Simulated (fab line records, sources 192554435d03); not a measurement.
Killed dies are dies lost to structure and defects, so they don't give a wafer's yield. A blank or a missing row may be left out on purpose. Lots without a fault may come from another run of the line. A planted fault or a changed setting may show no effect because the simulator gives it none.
Chamber matching | flow n5_finfet | N5_MOL_CONTACT_COAG_ALD_20 on ald_metal-03: 4 sister chambers
The step deposits TiN, target thk 1.5 nm, pulse time 1 s, purge time 3 s. 4 wafers are shown with their chamber, then 7 later ones without.

WAFERS WITH THEIR CHAMBER
wafer  | chamber | heater_power_w (W)
L080.5 | 3       | 812
L082.4 | 0       | 885
L082.5 | 1       | 1036
L085.5 | 2       | 973

WAFERS WITHOUT THEIR CHAMBER
wafer  | heater_power_w (W)
L085.6 | 803
L090.3 | 963
L090.5 | 813
L090.6 | 926
L097.1 | 948
L097.2 | 997
L097.3 | 817

WHICH CHAMBER EACH WENT THROUGH
wafer  | from the rows above     | in truth
L085.6 | 3                       | 3
L090.3 | 2                       | 2
L090.5 | 3                       | 3
L090.6 | can't be placed: 0 or 2 | 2
L097.1 | can't be placed: 2 or 0 | 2
L097.2 | can't be placed: 2 or 1 | 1
L097.3 | 3                       | 3
Placed correctly: 4 of 7. Can't be placed from these rows: 3 (the true chamber is among the candidates in 3). Placed wrongly: 0.
How it was worked out, from the rows above alone: a wafer's distance from a chamber is the root of the sum, over the readings, of the square of ((its reading less the chamber's mean) divided by the reading's scatter). The wafer belongs to the nearest chamber; if the next one is less than 2 further off, it can't be placed. A chamber's mean is the mean of its shown wafers. The scatter: with one shown wafer a chamber, the root of the mean of the squares of how far each hidden wafer lies from its nearest shown one.
